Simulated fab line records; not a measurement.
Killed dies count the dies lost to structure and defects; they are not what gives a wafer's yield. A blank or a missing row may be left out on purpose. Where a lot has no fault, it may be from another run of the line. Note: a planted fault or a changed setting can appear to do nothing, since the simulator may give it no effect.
Split-lot trial / flow n5 finfet / on a route of 1938 steps: 7 lots, 21 wafers read

SPLIT DETAILS
At N5_BEOL_M11_ETCH_66 (etches SOC in N2/H2, target depth 120 nm, overetch 24 nm, time 180 s), the setting time s was moved away from the recipe's 180 s on 8 of the 21 wafers read, by -22.0% to +8.1%. For the rest of the wafers, this setting stayed at what the recipe calls for.

The reading is taken at the split's own step.

THE READING
SiARC_of_BEOL_M11_COAT_64.thk nm (the simulator's own value, which no gauge read), in nm, at N5_BEOL_M11_ETCH_66 (etches SOC in N2/H2, target depth 120 nm, overetch 24 nm, time 180 s). The file does not state a usual value for it. Average 22.7 nm, standard deviation 0.24 nm, over the 13 wafers here run with the recipe.

wafer=L076.2; tool, chamber at the split=rie diel-03, 2; time s as run, s=180; against the recipe=recipe; SiARC_of_BEOL_M11_COAT_64.thk nm, nm=22.8; against lot-mates on the recipe=-
wafer=L076.6; tool, chamber at the split=rie diel-03, 2; time s as run, s=180; against the recipe=recipe; SiARC_of_BEOL_M11_COAT_64.thk nm, nm=22.8; against lot-mates on the recipe=-
wafer=L076.3; tool, chamber at the split=rie diel-03, 1; time s as run, s=194.6; against the recipe=+8.1%; SiARC_of_BEOL_M11_COAT_64.thk nm, nm=22; against lot-mates on the recipe=-0.8
wafer=L084.1; tool, chamber at the split=rie diel-04, 2; time s as run, s=191.3; against the recipe=+6.3%; SiARC_of_BEOL_M11_COAT_64.thk nm, nm=22.4; against lot-mates on the recipe=-0.1
wafer=L084.5; tool, chamber at the split=rie diel-04, 3; time s as run, s=180; against the recipe=recipe; SiARC_of_BEOL_M11_COAT_64.thk nm, nm=22.6; against lot-mates on the recipe=-
wafer=L084.6; tool, chamber at the split=rie diel-04, 0; time s as run, s=180; against the recipe=recipe; SiARC_of_BEOL_M11_COAT_64.thk nm, nm=22.4; against lot-mates on the recipe=-
wafer=L088.1; tool, chamber at the split=rie diel-04, 3; time s as run, s=180; against the recipe=recipe; SiARC_of_BEOL_M11_COAT_64.thk nm, nm=22.4; against lot-mates on the recipe=-
wafer=L088.4; tool, chamber at the split=rie diel-04, 0; time s as run, s=180; against the recipe=recipe; SiARC_of_BEOL_M11_COAT_64.thk nm, nm=22.2; against lot-mates on the recipe=-
wafer=L088.5; tool, chamber at the split=rie diel-04, 1; time s as run, s=148.6; against the recipe=-17.4%; SiARC_of_BEOL_M11_COAT_64.thk nm, nm=23.6; against lot-mates on the recipe=+1.3
wafer=L089.2; tool, chamber at the split=rie diel-03, 0,3; time s as run, s=180; against the recipe=recipe; SiARC_of_BEOL_M11_COAT_64.thk nm, nm=22.8; against lot-mates on the recipe=-
wafer=L089.6; tool, chamber at the split=rie diel-03, 0,3; time s as run, s=180; against the recipe=recipe; SiARC_of_BEOL_M11_COAT_64.thk nm, nm=22.8; against lot-mates on the recipe=-
wafer=L089.5; tool, chamber at the split=rie diel-03, 2; time s as run, s=180; against the recipe=recipe; SiARC_of_BEOL_M11_COAT_64.thk nm, nm=22.6; against lot-mates on the recipe=-
wafer=L090.3; tool, chamber at the split=rie diel-03, 2; time s as run, s=180; against the recipe=recipe; SiARC_of_BEOL_M11_COAT_64.thk nm, nm=22.8; against lot-mates on the recipe=-
wafer=L090.5; tool, chamber at the split=rie diel-03, 3; time s as run, s=180; against the recipe=recipe; SiARC_of_BEOL_M11_COAT_64.thk nm, nm=23; against lot-mates on the recipe=-
wafer=L090.6; tool, chamber at the split=rie diel-03, 0; time s as run, s=166.4; against the recipe=-7.6%; SiARC_of_BEOL_M11_COAT_64.thk nm, nm=23.6; against lot-mates on the recipe=+0.7
wafer=L093.2; tool, chamber at the split=rie diel-03, 3,0; time s as run, s=180; against the recipe=recipe; SiARC_of_BEOL_M11_COAT_64.thk nm, nm=23; against lot-mates on the recipe=-
wafer=L093.4; tool, chamber at the split=rie diel-03, 3,0; time s as run, s=180; against the recipe=recipe; SiARC_of_BEOL_M11_COAT_64.thk nm, nm=23; against lot-mates on the recipe=-
wafer=L093.5; tool, chamber at the split=rie diel-03, 3; time s as run, s=140.4; against the recipe=-22.0%; SiARC_of_BEOL_M11_COAT_64.thk nm, nm=24.6; against lot-mates on the recipe=+1.6
wafer=L094.2; tool, chamber at the split=rie diel-03, 0; time s as run, s=145.4; against the recipe=-19.2%; SiARC_of_BEOL_M11_COAT_64.thk nm, nm=24.4; against lot-mates on the recipe=no lot-mate on the recipe
wafer=L094.6; tool, chamber at the split=rie diel-03, 0; time s as run, s=145.4; against the recipe=-19.2%; SiARC_of_BEOL_M11_COAT_64.thk nm, nm=24.4; against lot-mates on the recipe=no lot-mate on the recipe
wafer=L094.4; tool, chamber at the split=rie diel-03, 2; time s as run, s=145.4; against the recipe=-19.2%; SiARC_of_BEOL_M11_COAT_64.thk nm, nm=24.2; against lot-mates on the recipe=no lot-mate on the recipe
Where a row lists several chambers, the file gives one row for several wafers and doesn't say which wafer went through which chamber.

THE FIT
A straight line over all 21 wafers: SiARC_of_BEOL_M11_COAT_64.thk nm changes by -0.0796 nm for each +1% of time s; r = -0.95; the points scatter about the line by 0.25 nm.
The same after taking each lot's own level away (the mean of its wafers on the recipe; 18 wafers): -0.0733 nm for each +1%; r = -0.97; scatter 0.13 nm.
Per that fit: largest time s move, reading shift of 1.6 nm.
The span of the lots' own levels, 22.30 to 23.00 nm, comes to 2.9 times the standard deviation stated above.
The two slopes agree, so the slope changes little with the lot-to-lot level.
Check: +1.66 nm against its lot-mates is what the line predicts for one of the wafers moved furthest among these (-22.0%) when that wafer is left out of the fit. Against them it came out at +1.6 nm.

THESE WAFERS: OTHER SPLITS
Other splits were also applied to these wafers ahead of the reading. Each is held against what the fit with the lots' levels taken away leaves over:
other split on the same wafers=N5_BEOL_M9_COAT_05 spin rpm; wafers away from the commonest value=5; r with SiARC_of_BEOL_M11_COAT_64.thk nm (lot level and that fit taken away)=-0.23
other split on the same wafers=N5_BEOL_M9_EXPOSE_08 dose mj; wafers away from the commonest value=7; r with SiARC_of_BEOL_M11_COAT_64.thk nm (lot level and that fit taken away)=+0.11
other split on the same wafers=N5_BEOL_M10_COAT_64 spin rpm; wafers away from the commonest value=4; r with SiARC_of_BEOL_M11_COAT_64.thk nm (lot level and that fit taken away)=+0.61
other split on the same wafers=N5_BEOL_M10_PEB_26 peb time s; wafers away from the commonest value=8; r with SiARC_of_BEOL_M11_COAT_64.thk nm (lot level and that fit taken away)=-0.08

THE FILE'S OWN FIT
SiARC_of_BEOL_M11_COAT_64.thk nm changes by -0.0739 nm for each +1% of time s, r = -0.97.
